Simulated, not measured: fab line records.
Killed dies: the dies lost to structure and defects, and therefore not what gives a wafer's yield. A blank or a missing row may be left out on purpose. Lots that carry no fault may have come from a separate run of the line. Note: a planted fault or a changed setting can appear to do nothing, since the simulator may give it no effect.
fab line records	flow n5_finfet
[record] lots = 24	wafers = 72	last_day = 18
route steps=1938 shown BEOL_M11@1568
lots that met no fault: taken from a fault-free run of the same line
start_h: the number of hours between the record's first day and the start of the first shown wafer of the lot	wait_h: hours elapsed since this lot's preceding step	" as in the row above	L1.1+2: a row that stands for several wafers	- either no value or no given start	* or withheld: withheld	< > ~ a bound
route shown NAME@n: names a module that has steps shown in the file, with the first one's number in the route	usual: mean and standard deviation over wafers with no fault	same: alike in all rows	chamber/n: place in a boat	sites: readings site by site	_std_site: standard deviation of those values	_edge_site: outer sites' mean less inner sites'	radius_mm: how far each site lies from the wafer's centre	mask NAME#n: copy n	behind: the tool/chamber that last shaped the wafer	hold: what put the lot on hold/how long, in hours/how the hold closed	device: the transistor (n, p or np) that didn't switch	end of line: tests run on the same wafers once the route is complete	for a step that has no rows: nothing shown but its recipe	killed: dies lost to structure and defects at the first sort, not the wafer's yield	map: shows each die of a wafer: x if killed, . if not, _ if none is there
set.NAME: the run value of the setting; set.NAME@STEP: its run value at that earlier step	model.NAME: the simulator's own value behind a step, which no gauge read
one table for each step of the route and one row for each wafer, over a sample of lots
services: a tool's chamber out of use, with start hour (start_h, from the record's first day; less than 0 if before it), hours out, and reason
[[steps]]
[step N5_BEOL_M11_CD_MEAS_28]
[recipe] target_cd_nm = 70	landing_energy_ev = 500	detector = se_inlens	polarity = opening
[usual] cd_nm = 70.4/1.1
lot.wafer	tool	chamber	start_h	wait_h	cd_nm
L074.2	cd_sem-03	0	222.34	-	71.0
L074.3	"	0	"	"	71.8
L074.6	"	0	"	"	71.3
L075.3	cd_sem-01	0	231.00	-	71.1
L075.4	"	0	"	"	69.5
L075.5	"	0	"	"	69.1
L076.1	cd_sem-01	0	231.32	-	71.0
L076.2	"	0	"	"	72.0
L076.5	"	0	"	"	70.8
L077.2	cd_sem-02	0	248.91	-	69.6
L077.4	"	0	"	"	71.1
L077.5	"	0	"	"	68.9
L078.2	cd_sem-02	0	255.87	-	69.3
L078.5	"	0	"	"	70.3
L078.6	"	0	"	"	70.0
L079.2	cd_sem-02	0	258.06	-	69.5
L079.3	"	0	"	"	70.9
L079.4	"	0	"	"	70.5
L082.1	cd_sem-01	0	258.97	-	68.9
L082.2	"	0	"	"	70.6
L082.4	"	0	"	"	69.8
L080.1	cd_sem-02	0	264.37	-	67.2
L080.2	"	0	"	"	69.5
L080.6	"	0	"	"	69.8
L081.2	cd_sem-03	0	275.20	-	70.8
L081.3	"	0	"	"	69.4
L081.4	"	0	"	"	70.4
L083.1	cd_sem-03	0	275.37	-	70.3
L083.2	"	0	"	"	70.8
L083.5	"	0	"	"	71.0
L085.3	cd_sem-01	0	292.79	-	69.7
L085.5	"	0	"	"	70.2
L085.6	"	0	"	"	69.0
L084.1	cd_sem-03	0	292.83	-	69.9
L084.3	"	0	"	"	70.0
L084.5	"	0	"	"	70.6
L086.1	cd_sem-03	0	309.49	-	69.0
L086.4	"	0	"	"	69.7
L086.5	"	0	"	"	68.0
L089.2	cd_sem-01	0	316.17	-	70.3
L089.4	"	0	"	"	71.5
L089.5	"	0	"	"	69.8
L088.1	cd_sem-01	0	316.34	-	69.4
L088.2	"	0	"	"	67.5
L088.4	"	0	"	"	69.7
L087.1	cd_sem-02	0	316.50	-	71.9
L087.5	"	0	"	"	70.5
L087.6	"	0	"	"	69.1
L091.1	cd_sem-01	0	321.94	-	72.2
L091.2	"	0	"	"	71.5
L091.4	"	0	"	"	69.3
L090.1	cd_sem-03	0	323.17	-	72.0
L090.4	"	0	"	"	72.2
L090.6	"	0	"	"	69.7
L092.3	cd_sem-01	0	338.38	-	73.6
L092.5	"	0	"	"	71.9
L092.6	"	0	"	"	71.5
L093.4	cd_sem-02	0	343.43	-	70.1
L093.5	"	0	"	"	71.4
L093.6	"	0	"	"	70.4
L095.1	cd_sem-02	0	359.36	-	71.2
L095.3	"	0	"	"	70.7
L095.6	"	0	"	"	70.6
L094.2	cd_sem-02	0	361.09	-	69.6
L094.4	"	0	"	"	70.4
L094.5	"	0	"	"	69.2
L096.1	cd_sem-02	0	364.90	-	71.2
L096.2	"	0	"	"	71.8
L096.4	"	0	"	"	69.4
L097.1	cd_sem-03	0	381.62	-	70.5
L097.4	"	0	"	"	72.4
L097.6	"	0	"	"	71.3
[step N5_BEOL_M11_VIA_ETCH_34]
[recipe] chemistry = C4F6/O2	target = SiCOH_lowk	target_depth_a = 1845	mask_material = SOC	taper_deg = 4	time_s = 69.2	ion_energy_ev = 250	pressure_mtorr = 30	source_w = 345	bias_w = 185	Ar_flow_sccm = 300	C4F6_flow_sccm = 10	O2_flow_sccm = 10
[usual] drypump_motor_current_A = 5.8/0.56	oes_product_au = 0.82/0.076	rf_vpp_V = 666/12	showerhead_plenum_p_Torr = 2.91/0.072	throttle_valve_pct = 20.78/0.19
lot.wafer	tool	chamber	start_h	wait_h	drypump_motor_current_A	oes_product_au	rf_hours_counter_h	rf_vpp_V	showerhead_plenum_p_Torr	throttle_valve_pct
L074.2	rie_diel-06	1	222.64	0.0	6.8	0.68	221	654	2.91	21.02
L074.3	"	3	"	"	6.0	0.77	156	664	2.85	20.81
L074.6	"	2	"	"	5.5	0.88	-	665	2.80	20.46
L075.3	rie_diel-04	0	231.56	0.0	6.4	0.85	55	680	2.88	21.04
L075.4	"	3	"	"	5.5	0.86	39	672	2.91	20.65
L075.5	"	0	"	"	6.4	0.84	-	680	2.88	21.01
L076.1	rie_diel-06	0	231.62	0.0	5.9	0.88	38	682	2.92	20.78
L076.2	"	2	"	"	5.5	0.89	31	664	2.80	20.45
L076.5	"	0	"	"	5.9	0.88	-	684	2.92	20.80
L077.2	rie_diel-06	2	249.21	0.0	5.5	0.88	35	661	2.80	20.47
L077.4	"	1	"	"	6.8	0.67	228	653	2.91	21.03
L077.5	"	1	"	"	6.8	0.67	-	653	2.91	21.04
L078.2	rie_diel-06	1	256.97	0.0	6.8	0.67	230	652	2.91	21.02
L078.5	"	2	"	"	5.5	0.88	-	663	2.80	20.47
L078.6	"	3	"	"	6.0	0.76	-	662	2.85	20.80
L079.2	rie_diel-06	0	258.41	0.0	5.9	0.87	46	681	2.91	20.80
L079.3	"	3	"	"	6.0	0.75	167	663	2.85	20.82
L079.4	"	2	"	"	5.5	0.86	38	663	2.80	20.48
L082.1	rie_diel-06	0	259.41	0.0	5.9	0.87	47	683	2.91	20.81
L082.2	"	1	"	"	6.8	0.67	231	653	2.90	21.04
L082.4	"	2	"	"	5.5	0.87	38	662	2.80	20.49
L080.1	rie_diel-04	2	264.67	0.0	5.4	0.86	55	655	3.01	20.82
L080.2	"	1	"	"	4.7	0.90	17	661	2.93	20.51
L080.6	"	1	"	"	4.7	0.89	-	662	2.93	20.48
L081.2	rie_diel-06	1	275.56	0.0	6.8	0.66	236	652	2.90	21.04
L081.3	"	0	"	"	5.9	0.86	51	682	2.91	20.79
L081.4	"	2	"	"	5.5	0.86	43	662	2.79	20.47
L083.1	rie_diel-03	2	276.11	0.0	5.1	0.97	2	692	3.04	20.69
L083.2	"	1	"	"	5.4	0.72	218	677	2.91	20.91
L083.5	"	1	"	"	5.4	0.72	-	678	2.91	20.91
L085.3	rie_diel-06	0	293.08	0.0	5.9	0.85	56	682	2.91	20.80
L085.5	"	2	"	"	5.5	0.86	-	663	2.79	20.49
L085.6	"	3	"	"	6.0	0.75	-	663	2.84	20.81
L084.1	rie_diel-04	3	293.12	0.0	5.5	0.83	56	670	2.91	20.68
L084.3	"	0	"	"	6.4	0.82	73	681	2.87	21.03
L084.5	"	1	"	"	4.7	0.89	-	661	2.93	20.50
L086.1	rie_diel-06	1	309.79	0.0	6.8	0.66	246	651	2.90	21.06
L086.4	"	2	"	"	5.5	0.86	54	663	2.79	20.49
L086.5	"	3	"	"	6.0	0.75	-	662	2.84	20.83
L089.2	rie_diel-04	0	316.46	0.0	6.4	0.82	79	680	2.87	21.06
L089.4	"	3	"	"	5.5	0.83	62	670	2.90	20.71
L089.5	"	1	"	"	4.7	0.87	-	659	2.93	20.50
L088.1	rie_diel-06	1	316.63	0.0	6.8	0.66	249	652	2.90	21.06
L088.2	"	0	"	"	5.9	0.85	64	682	2.90	20.82
L088.4	"	3	"	"	6.0	0.74	184	661	2.84	20.84
L087.1	rie_diel-03	2	317.05	0.0	5.1	0.93	13	692	3.04	20.70
L087.5	"	0	"	"	5.9	0.89	-	659	3.01	20.69
L087.6	"	3	"	"	6.2	0.84	-	649	3.01	20.99
L091.1	rie_diel-06	3	322.23	0.0	6.0	0.74	186	665	2.84	20.85
L091.2	"	0	"	"	5.9	0.84	66	681	2.90	20.82
L091.4	"	0	"	"	5.9	0.84	-	682	2.90	20.84
L090.1	rie_diel-03	0	323.47	0.0	5.9	0.87	54	659	3.01	20.69
L090.4	"	3	"	"	6.2	0.84	-	649	3.01	21.00
L090.6	"	0	"	"	5.9	0.88	-	661	3.01	20.69
L092.3	rie_diel-06	0	338.68	0.0	5.9	0.83	74	683	2.90	20.84
L092.5	"	2	"	"	5.5	0.85	-	663	2.79	20.52
L092.6	"	0	"	"	5.9	0.84	-	682	2.90	20.84
L093.4	rie_diel-04	2	344.24	0.0	5.4	0.83	76	653	3.00	20.85
L093.5	"	1	"	"	4.7	0.87	-	661	2.92	20.49
L093.6	"	2	"	"	5.4	0.82	-	652	3.00	20.84
L095.1	rie_diel-03	0	359.66	0.0	5.9	0.86	67	660	3.00	20.71
L095.3	"	1	"	"	5.4	0.71	228	676	2.91	20.94
L095.6	"	0	"	"	5.9	0.87	-	660	3.00	20.70
L094.2	rie_diel-03	2	361.38	0.0	5.1	0.89	29	690	3.03	20.73
L094.4	"	1	"	"	5.4	0.71	229	677	2.91	20.93
L094.5	"	2	"	"	5.1	0.88	-	693	3.03	20.75
L096.1	rie_diel-04	3	365.20	0.0	5.5	0.81	76	671	2.90	20.69
L096.2	"	1	"	"	4.7	0.86	46	663	2.92	20.52
L096.4	"	2	"	"	5.4	0.83	80	653	3.00	20.86
L097.1	rie_diel-06	1	381.92	0.0	6.7	0.93	10	653	2.89	20.69
L097.4	"	2	"	"	5.5	0.82	75	663	2.78	20.54
L097.6	"	2	"	"	5.4	0.83	-	662	2.78	20.53
[step N5_BEOL_M11_ALD_74]
[recipe] material = TaN	target_thk_a = 20	temp_c = 275	ald_precursor_family = PDMAT	ald_co_reactant = NH3	pressure_torr = 3	carrier_flow_sccm = 1500	pulse_time_s = 2	purge_time_s = 3	co_reactant_purge_time_s = 2	co_reactant_pulse_time_s = 3	ald_cycles = 40	precursor_vessel_temp_c = 75	precursor_vessel_pressure_torr = 26.25	precursor_vessel_carrier_sccm = 1000
[usual] heater_power_w = 407/35	mfc_carrier_sccm = 1500/4.5
lot.wafer	tool	chamber	start_h	wait_h	heater_power_w	mfc_carrier_sccm
L074.2	ald_metal-04	2	224.06	0.3	409	1497
L074.3	"	1	"	"	440	1501
L074.6	"	0	"	"	393	1502
L075.3	ald_metal-01	1	233.43	0.0	427	1499
L075.4	"	2	"	"	361	1493
L075.5	"	1	"	"	434	1498
L076.1	ald_metal-04	3	233.51	0.0	450	1506
L076.2	"	0	"	"	377	1502
L076.5	"	1	"	"	428	1504
L077.2	ald_metal-01	1	250.33	0.0	435	1500
L077.4	"	3	"	"	460	1504
L077.5	"	3	"	"	469	1504
L078.2	ald_metal-01	1	257.89	0.0	439	1500
L078.5	"	1	"	"	433	1504
L078.6	"	2	"	"	369	1500
L079.2	ald_metal-04	3	259.95	0.0	444	1503
L079.3	"	1	"	"	422	1501
L079.4	"	0	"	"	372	1501
L082.1	ald_metal-04	1	260.42	0.1	428	1503
L082.2	"	0	"	"	382	1504
L082.4	"	2	"	"	391	1502
L080.1	ald_metal-01	1	265.68	0.1	443	1501
L080.2	"	0	"	"	414	1507
L080.6	"	2	"	"	380	1500
L081.2	ald_metal-01	3	276.50	0.0	464	1500
L081.3	"	1	"	"	436	1496
L081.4	"	2	"	"	375	1499
L083.1	ald_metal-03	0	277.13	0.0	340	1494
L083.2	"	1	"	"	397	1503
L083.5	"	1	"	"	396	1503
L085.3	ald_metal-03	0	294.00	0.0	348	1508
L085.5	"	0	"	"	349	1501
L085.6	"	1	"	"	395	1501
L084.1	ald_metal-04	0	294.08	0.0	387	1506
L084.3	"	3	"	"	443	1499
L084.5	"	1	"	"	434	1500
L086.1	ald_metal-04	0	311.77	0.0	383	1496
L086.4	"	1	"	"	424	1505
L086.5	"	3	"	"	443	1504
L089.2	ald_metal-04	2	317.39	0.0	400	1498
L089.4	"	0	"	"	386	1496
L089.5	"	0	"	"	387	1498
L088.1	ald_metal-01	1	317.65	0.0	440	1490
L088.2	"	2	"	"	370	1505
L088.4	"	0	"	"	421	1500
L087.1	ald_metal-03	0	318.05	0.0	355	1500
L087.5	"	3	"	"	418	1497
L087.6	"	0	"	"	356	1491
L091.1	ald_metal-04	0	324.13	0.0	392	1502
L091.2	"	3	"	"	438	1507
L091.4	"	0	"	"	394	1499
L090.1	ald_metal-04	3	324.73	0.0	453	1496
L090.4	"	3	"	"	453	1496
L090.6	"	0	"	"	384	1501
L092.3	ald_metal-01	2	340.01	0.3	375	1503
L092.5	"	3	"	"	473	1503
L092.6	"	0	"	"	421	1500
L093.4	ald_metal-03	0	346.32	0.2	350	1501
L093.5	"	1	"	"	401	1497
L093.6	"	0	"	"	344	1506
L095.1	ald_metal-03	0	361.68	0.0	346	1493
L095.3	"	1	"	"	405	1499
L095.6	"	2	"	"	344	1504
L094.2	ald_metal-04	2	362.67	0.0	403	1501
L094.4	"	1	"	"	426	1509
L094.5	"	1	"	"	424	1505
L096.1	ald_metal-03	3	366.10	0.0	417	1501
L096.2	"	0	"	"	344	1507
L096.4	"	2	"	"	338	1501
L097.1	ald_metal-04	0	382.94	0.1	397	1491
L097.4	"	2	"	"	389	1506
L097.6	"	3	"	"	446	1505
[step N5_BEOL_M11_CMP_52]
[recipe] stop_on = SiCOH_lowk	t_overpolish_s = 7	down_force_psi = 1	platen_rpm = 50	clearing_platen_down_force_psi = 1.5	clearing_platen_rpm = 50	post_cmp_clean = cu_alkaline	target_thk_nm = 140	clearing_platen_pad_velocity_m_s = 0.99484	pad_velocity_m_s = 0.99484
[usual] barrier_field_endpoint_s = 29.2/0.63	clearing_platen_rpm = 50.001/0.027	motor_current_A = 6.2/0.37	overpolish_run_s = 6.998/0.0083	time_to_endpoint_s = 67.0/2.8
lot.wafer	tool	chamber	start_h	wait_h	barrier_field_endpoint_s	clearing_platen_rpm	motor_current_A	overpolish_run_s	time_to_endpoint_s
L074.2	cmp-04	2	227.20	0.3	29.8	49.988	6.0	6.995	71.3
L074.3	"	3	"	"	28.3	50.028	6.3	7.001	64.1
L074.6	"	1	"	"	29.1	50.025	6.6	6.996	65.4
L075.4	cmp-03	1	234.91	0.4	29.4	50.024	6.4	6.994	69.3
L075.3	"	2	"	"	28.0	49.987	6.9	7.016	64.2
L075.5	"	0	"	"	29.9	50.024	6.4	6.993	69.2
L076.2	cmp-04	3	234.96	0.5	29.9	49.955	5.9	6.983	64.6
L076.1	"	0	"	"	28.5	49.999	6.0	7.003	63.2
L076.5	"	1	"	"	29.9	50.047	6.5	6.992	65.8
L077.4	cmp-04	1	252.22	0.2	30.0	49.950	6.4	7.005	67.1
L077.2	"	3	"	"	29.3	49.976	6.5	6.995	69.5
L077.5	"	1	"	"	29.8	49.966	6.4	7.019	67.5
L078.2	cmp-04	2	260.24	0.2	29.4	49.990	6.0	7.010	68.7
L078.5	"	2	"	"	30.2	49.977	6.1	7.002	68.8
L078.6	"	3	"	"	28.9	50.008	6.2	6.998	67.3
L079.4	cmp-03	0	261.00	0.1	29.7	50.004	6.0	6.985	67.9
L079.2	"	1	"	"	29.4	50.008	6.4	6.995	68.2
L079.3	"	3	"	"	28.6	49.995	6.4	6.996	67.7
L082.2	cmp-03	3	263.65	0.2	28.2	50.050	6.7	6.989	62.9
L082.4	"	0	"	"	29.1	49.986	5.7	7.005	66.8
L082.1	"	1	"	"	29.8	50.041	6.2	6.995	70.0
L080.2	cmp-03	0	267.38	0.2	29.5	49.972	6.2	7.006	67.3
L080.1	"	2	"	"	28.9	50.036	6.6	7.001	65.5
L080.6	"	1	"	"	29.3	49.949	6.3	6.989	67.0
L081.3	cmp-03	1	278.79	0.2	29.7	50.030	6.3	6.998	64.8
L081.2	"	3	"	"	28.6	50.003	6.0	6.976	66.2
L081.4	"	0	"	"	29.1	49.981	6.0	6.990	67.3
L083.1	cmp-03	0	279.06	0.3	29.3	50.036	6.3	6.990	65.9
L083.2	"	1	"	"	29.6	49.995	6.8	6.986	64.3
L083.5	"	3	"	"	29.1	49.985	6.1	6.998	65.8
L085.3	cmp-03	1	295.31	0.2	28.4	49.959	6.3	6.994	67.2
L085.6	"	0	"	"	29.2	50.052	6.1	6.994	68.3
L085.5	"	1	"	"	28.6	49.959	6.2	6.998	69.6
L084.3	cmp-04	2	295.62	0.2	29.1	50.001	5.9	6.997	70.6
L084.1	"	0	"	"	28.0	50.023	6.0	6.990	65.7
L084.5	"	2	"	"	30.3	50.000	6.3	6.994	71.0
L086.4	cmp-04	0	312.88	0.1	29.7	50.007	5.9	6.986	66.7
L086.1	"	2	"	"	29.8	49.988	6.2	7.004	69.3
L086.5	"	0	"	"	28.7	49.984	6.0	7.015	61.5
L089.2	cmp-02	1	319.09	0.2	28.4	49.976	7.0	6.997	62.3
L089.4	"	2	"	"	28.5	49.977	6.1	6.998	64.3
L089.5	"	0	"	"	28.7	50.018	6.0	6.997	68.0
L088.2	cmp-03	3	319.48	0.3	29.3	49.987	6.5	6.994	68.2
L088.1	"	1	"	"	29.3	49.981	6.2	6.984	69.5
L088.4	"	2	"	"	29.1	50.000	7.0	6.999	66.1
L087.1	cmp-04	3	320.79	0.3	28.8	49.996	6.3	7.001	63.5
L087.5	"	3	"	"	29.2	49.971	6.0	6.995	67.0
L087.6	"	0	"	"	29.3	50.021	6.0	6.998	66.8
L091.1	cmp-02	3	325.29	0.3	27.9	49.995	5.1	6.994	62.9
L091.4	"	0	"	"	29.9	49.963	6.0	6.985	70.8
L091.2	"	1	"	"	27.9	50.008	7.0	7.005	62.9
L090.4	cmp-04	3	327.67	0.2	28.6	50.046	6.0	6.998	64.4
L090.1	"	1	"	"	29.1	50.058	6.1	6.993	69.1
L090.6	"	3	"	"	29.2	49.971	6.1	6.999	67.9
L092.3	cmp-04	3	341.43	0.2	29.8	49.993	6.1	6.995	68.5
L092.6	"	3	"	"	29.5	49.965	6.0	7.006	68.0
L092.5	"	0	"	"	29.2	49.960	6.0	6.996	64.1
L093.4	cmp-02	2	347.62	0.2	29.3	50.012	5.9	6.994	68.6
L093.6	"	3	"	"	28.2	50.004	5.4	7.010	60.5
L093.5	"	0	"	"	28.8	50.011	5.9	7.014	67.7
L095.1	cmp-04	2	362.79	0.3	29.0	50.051	6.3	7.019	69.5
L095.3	"	0	"	"	28.7	49.989	6.0	6.990	65.7
L095.6	"	2	"	"	29.7	49.992	6.1	7.003	71.5
L094.4	cmp-03	2	363.77	0.1	29.1	49.986	6.7	6.989	67.3
L094.2	"	0	"	"	30.3	50.031	5.9	6.997	69.7
L094.5	"	2	"	"	29.8	49.960	7.1	6.995	65.8
L096.1	cmp-03	3	368.03	0.3	29.5	49.970	6.5	6.983	73.4
L096.4	"	0	"	"	30.1	50.025	6.3	6.999	71.4
L096.2	"	1	"	"	29.4	49.979	6.4	6.990	71.3
L097.1	cmp-03	0	385.15	0.3	29.0	49.988	6.5	7.007	69.9
L097.4	"	1	"	"	29.4	49.979	6.5	6.984	73.0
L097.6	"	3	"	"	29.3	50.026	6.3	7.004	73.1
[step N5_BEOL_M11_THK_MEAS_53]
[recipe] thk_meas_gauge = xrf	reads = Cu_of_BEOL_M11_ECD_50
[usual] M11_THK = 143/3.1
lot.wafer	tool	chamber	start_h	wait_h	M11_THK[nm]
L074.2	film_metro-02	-	227.42	-	139
L074.3	"	-	"	"	141
L074.6	"	-	"	"	143
L075.3	film_metro-02	-	235.13	-	143
L075.4	"	-	"	"	141
L075.5	"	-	"	"	143
L076.1	film_metro-01	-	235.18	-	142
L076.2	"	-	"	"	145
L076.5	"	-	"	"	142
L077.2	film_metro-02	-	252.47	-	142
L077.4	"	-	"	"	137
L077.5	"	-	"	"	138
L078.2	film_metro-02	-	260.53	-	137
L078.5	"	-	"	"	143
L078.6	"	-	"	"	143
L079.2	film_metro-02	-	261.29	-	141
L079.3	"	-	"	"	138
L079.4	"	-	"	"	144
L082.1	film_metro-02	-	263.90	-	139
L082.2	"	-	"	"	135
L082.4	"	-	"	"	143
L080.1	film_metro-02	-	267.67	-	143
L080.2	"	-	"	"	143
L080.6	"	-	"	"	145
L081.2	film_metro-02	-	279.09	-	136
L081.3	"	-	"	"	141
L081.4	"	-	"	"	144
L083.1	film_metro-01	-	279.32	-	147
L083.2	"	-	"	"	138
L083.5	"	-	"	"	140
L085.3	film_metro-01	-	295.57	-	140
L085.5	"	-	"	"	147
L085.6	"	-	"	"	145
L084.1	film_metro-01	-	295.87	-	144
L084.3	"	-	"	"	147
L084.5	"	-	"	"	146
L086.1	film_metro-02	-	313.18	-	139
L086.4	"	-	"	"	145
L086.5	"	-	"	"	141
L089.2	film_metro-01	-	319.34	-	144
L089.4	"	-	"	"	144
L089.5	"	-	"	"	145
L088.1	film_metro-01	-	319.78	-	142
L088.2	"	-	"	"	145
L088.4	"	-	"	"	147
L087.1	film_metro-02	-	321.09	-	148
L087.5	"	-	"	"	144
L087.6	"	-	"	"	143
L091.1	film_metro-01	-	325.55	-	142
L091.2	"	-	"	"	143
L091.4	"	-	"	"	143
L090.1	film_metro-01	-	327.93	-	147
L090.4	"	-	"	"	144
L090.6	"	-	"	"	145
L092.3	film_metro-02	-	341.73	-	142
L092.5	"	-	"	"	145
L092.6	"	-	"	"	145
L093.4	film_metro-01	-	347.80	-	143
L093.5	"	-	"	"	146
L093.6	"	-	"	"	143
L095.1	film_metro-01	-	363.08	-	145
L095.3	"	-	"	"	137
L095.6	"	-	"	"	144
L094.2	film_metro-02	-	364.06	-	145
L094.4	"	-	"	"	136
L094.5	"	-	"	"	144
L096.1	film_metro-01	-	368.32	-	141
L096.2	"	-	"	"	143
L096.4	"	-	"	"	140
L097.1	film_metro-02	-	385.37	-	144
L097.4	"	-	"	"	146
L097.6	"	-	"	"	145
[step N5_BEOL_M11_INSPECT_58]
[recipe] inspect_instrument = darkfield	mode = post_dep
[usual] raw_defect_count = 64/20
lot.wafer	tool	chamber	start_h	wait_h	raw_defect_count
L074.2	defect_inspect-01	-	227.57	0.0	52
L074.3	"	-	"	"	44
L074.6	"	-	"	"	47
L075.3	defect_inspect-01	-	235.28	0.0	104
L075.4	"	-	"	"	75
L075.5	"	-	"	"	86
L076.1	defect_inspect-01	-	235.36	0.0	57
L076.2	"	-	"	"	113
L076.5	"	-	"	"	78
L077.2	defect_inspect-01	-	252.63	0.0	92
L077.4	"	-	"	"	78
L077.5	"	-	"	"	45
L078.2	defect_inspect-02	-	260.68	0.0	81
L078.5	"	-	"	"	81
L078.6	"	-	"	"	61
L079.2	defect_inspect-01	-	261.44	0.0	62
L079.3	"	-	"	"	56
L079.4	"	-	"	"	40
L082.1	defect_inspect-01	-	264.05	0.0	64
L082.2	"	-	"	"	88
L082.4	"	-	"	"	45
L080.1	defect_inspect-02	-	267.82	0.0	73
L080.2	"	-	"	"	46
L080.6	"	-	"	"	66
L081.2	defect_inspect-01	-	279.24	0.0	72
L081.3	"	-	"	"	65
L081.4	"	-	"	"	57
L083.1	defect_inspect-01	-	279.47	0.0	51
L083.2	"	-	"	"	59
L083.5	"	-	"	"	44
L085.3	defect_inspect-02	-	295.72	0.0	61
L085.5	"	-	"	"	51
L085.6	"	-	"	"	57
L084.1	defect_inspect-01	-	296.03	0.0	81
L084.3	"	-	"	"	63
L084.5	"	-	"	"	78
L086.1	defect_inspect-01	-	313.33	0.0	124
L086.4	"	-	"	"	88
L086.5	"	-	"	"	80
L089.2	defect_inspect-02	-	319.49	0.0	64
L089.4	"	-	"	"	79
L089.5	"	-	"	"	31
L088.1	defect_inspect-02	-	319.93	0.0	52
L088.2	"	-	"	"	59
L088.4	"	-	"	"	117
L087.1	defect_inspect-02	-	321.24	0.0	59
L087.5	"	-	"	"	58
L087.6	"	-	"	"	55
L091.1	defect_inspect-01	-	325.70	0.0	36
L091.2	"	-	"	"	38
L091.4	"	-	"	"	62
L090.1	defect_inspect-02	-	328.08	0.0	64
L090.4	"	-	"	"	61
L090.6	"	-	"	"	61
L092.3	defect_inspect-02	-	341.88	0.0	44
L092.5	"	-	"	"	60
L092.6	"	-	"	"	39
L093.4	defect_inspect-01	-	347.98	0.0	51
L093.5	"	-	"	"	55
L093.6	"	-	"	"	58
L095.1	defect_inspect-02	-	363.23	0.0	66
L095.3	"	-	"	"	90
L095.6	"	-	"	"	52
L094.2	defect_inspect-02	-	364.21	0.0	126
L094.4	"	-	"	"	65
L094.5	"	-	"	"	85
L096.1	defect_inspect-01	-	368.47	0.0	67
L096.2	"	-	"	"	73
L096.4	"	-	"	"	59
L097.1	defect_inspect-02	-	385.52	0.0	48
L097.4	"	-	"	"	79
L097.6	"	-	"	"	42
[[services]]
tool	chamber	start_h	hours	kind
ald_metal-01	3	219.42	15.4	repair
rie_diel-03	1	231.32	3.0	repair
cmp-02	-	231.83	6.2	pm
ald_metal-01	0	234.97	1.9	repair
rie_diel-06	2	238.25	3.6	repair
cmp-02	-	249.68	2.6	repair
cmp-03	-	256.62	4.3	pm
cmp-04	-	266.60	13.3	pm
ald_metal-03	1	269.22	2.1	repair
cmp-03	-	269.62	0.8	repair
rie_diel-04	-	275.75	2.8	pm
cmp-03	-	279.65	2.3	repair
cmp-02	-	282.05	0.3	repair
cmp-04	-	286.89	0.5	repair
rie_diel-03	0	295.00	6.5	repair
cmp-04	-	298.80	0.6	repair
cmp-03	-	302.56	0.2	repair
rie_diel-06	2	321.04	7.1	repair
ald_metal-04	1	323.79	12.1	repair
cmp-04	-	332.24	4.0	pm
ald_metal-01	-	345.11	2.8	pm
rie_diel-04	2	355.01	6.3	repair
ald_metal-04	3	367.91	12.6	repair
ald_metal-03	-	373.30	2.8	pm
[[key]]
fault none
